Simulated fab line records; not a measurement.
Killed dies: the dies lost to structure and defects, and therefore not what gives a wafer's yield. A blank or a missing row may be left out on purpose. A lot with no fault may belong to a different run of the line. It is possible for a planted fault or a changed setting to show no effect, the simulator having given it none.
Lot-split experiment + flow n5Finfet + 7 lots, 21 wafers read, on a route of 1938 steps

## ON THE SPLIT
At N5_BEOL_M0_SAQP_COAT_81 (time 60 s, resist thk 100 nm), the setting spinRpm was moved away from the recipe's 1500 rpm on 8 of the 21 wafers read, by -9.9% to +9.6%. All remaining wafers had this setting at the recipe value.

## FROM THE SPLIT TO THE READING: what the file shows between them, 8 steps
- N5_BEOL_M0_SAQP_COAT_82: time 60 s, resist thk 30 nm
- N5_BEOL_M0_SAQP_COAT_08: resist thk 90 nm
- N5_BEOL_M0_SAQP_DESCUM_19: chemistry O2, time 7.9 s
- N5_BEOL_M0_SAQP_ETCH_83: etches SiARC in CF4, target depth 39 nm, time 65 s
- N5_BEOL_M0_SAQP_ETCH_84: etches SOC in N2/H2, target depth 100 nm, overetch 20 nm, time 150 s
- N5_BEOL_M0_SAQP_STRIP_80: strips in N2/H2
- N5_BEOL_M0_SAQP_HM_OPEN_112: chemistry CHF3/O2, target SiO2, stops on a-Si, target depth 12 nm, time 13.5 s
- N5_BEOL_M0_SAQP_STRIP_113: strips in CHF3/O2

## THE READING
SOC_of_BEOL_M0_SAQP_COAT_81.thkNm (the simulator's own value, which no gauge read), in nm, at N5_BEOL_M0_SAQP_MANDREL_ETCH_20 (etches a-Si in HBr/Cl2, stops on SiNx, target depth 60 nm, bt time 10 s, time 30 s). The file gives no usual value for it. Here, 13 wafers ran the recipe; their average is 76.0 nm with a standard deviation of 0.38 nm.

| wafer  | tool, chamber at the split | spinRpm as run, rpm | against the recipe | SOC_of_BEOL_M0_SAQP_COAT_81.thkNm, nm | against lot-mates on the recipe |
|--------|----------------------------|---------------------|--------------------|---------------------------------------|---------------------------------|
| L074.1 | lithoTrack-02, 0           | 1644                | +9.6%              | 71.4                                  | -4.4                            |
| L074.2 | lithoTrack-02, 0           | 1500                | recipe             | 75.8                                  | -                               |
| L074.5 | lithoTrack-02, 0           | 1644                | +9.6%              | 71.6                                  | -4.2                            |
| L076.3 | lithoTrack-03, 0           | 1423                | -5.1%              | 78.8                                  | +2.8                            |
| L076.4 | lithoTrack-03, 0           | 1423                | -5.1%              | 79                                    | +3.0                            |
| L076.6 | lithoTrack-03, 0           | 1500                | recipe             | 76                                    | -                               |
| L077.4 | lithoTrack-03, 0           | 1351                | -9.9%              | 81                                    | +4.8                            |
| L077.5 | lithoTrack-03, 0           | 1351                | -9.9%              | 81                                    | +4.8                            |
| L077.6 | lithoTrack-03, 0           | 1500                | recipe             | 76.2                                  | -                               |
| L078.2 | lithoTrack-03, 0           | 1500                | recipe             | 76.8                                  | -                               |
| L078.3 | lithoTrack-03, 0           | 1500                | recipe             | 75.6                                  | -                               |
| L078.6 | lithoTrack-03, 0           | 1500                | recipe             | 76.2                                  | -                               |
| L086.1 | lithoTrack-02, 0           | 1559                | +3.9%              | 74                                    | -2.0                            |
| L086.2 | lithoTrack-02, 0           | 1500                | recipe             | 76.4                                  | -                               |
| L086.3 | lithoTrack-02, 0           | 1500                | recipe             | 75.6                                  | -                               |
| L087.2 | lithoTrack-01, 0           | 1500                | recipe             | 76.2                                  | -                               |
| L087.6 | lithoTrack-01, 0           | 1500                | recipe             | 76.2                                  | -                               |
| L087.5 | lithoTrack-01, 0           | 1378                | -8.1%              | 80.2                                  | +4.0                            |
| L091.2 | lithoTrack-02, 0           | 1500                | recipe             | 75.4                                  | -                               |
| L091.3 | lithoTrack-02, 0           | 1500                | recipe             | 75.8                                  | -                               |
| L091.4 | lithoTrack-02, 0           | 1500                | recipe             | 75.6                                  | -                               |

FIT RESULTS
A straight line over all 21 wafers: SOC_of_BEOL_M0_SAQP_COAT_81.thkNm changes by -0.497 nm for each +1% of spinRpm; r = -0.99; the points scatter about the line by 0.35 nm.
The same after taking each lot's own level away (the mean of its wafers on the recipe; 21 wafers): -0.479 nm for each +1%; r = -0.99; scatter 0.29 nm.
Per that fit: largest spinRpm move, reading shift of 4.8 nm.
Across the lots, their own levels run from 75.60 to 76.20 nm, a range of 1.6 times the standard deviation given above.
Consequently the slope shifts little with the lot-to-lot level, the two slopes agreeing.
Check: with one of the wafers moved furthest among these (-9.9%) left out of the fit, the line predicts +4.84 nm for it against its lot-mates. Against them it came out at +4.8 nm.

## THE WHOLE CHAIN: every reading that the file lists as answering this split, in the file's order
| step                            | what it does                                                                       | reading                                                                            | change (the file's fit)               | r (the file's) |
|---------------------------------|------------------------------------------------------------------------------------|------------------------------------------------------------------------------------|---------------------------------------|----------------|
| N5_BEOL_M0_SAQP_COAT_81         | time 60 s, resist thk 100 nm                                                       | SOC_of_BEOL_M0_SAQP_COAT_81.thkNm (the simulator's own value, which no gauge read) | -0.515 nm for each +1% of the setting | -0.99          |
| N5_BEOL_M0_SAQP_ETCH_84         | etches SOC in N2/H2, target depth 100 nm, overetch 20 nm, time 150 s               | etch.depthNm (the simulator's own value, which no gauge read)                      | -0.511 nm for each +1% of the setting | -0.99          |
| N5_BEOL_M0_SAQP_MANDREL_ETCH_20 | etches a-Si in HBr/Cl2, stops on SiNx, target depth 60 nm, bt time 10 s, time 30 s | SOC_of_BEOL_M0_SAQP_COAT_81.thkNm (the simulator's own value, which no gauge read) | -0.483 nm for each +1% of the setting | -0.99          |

## FILE'S OWN FIT
SOC_of_BEOL_M0_SAQP_COAT_81.thkNm changes by -0.483 nm for each +1% of spinRpm, r = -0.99.
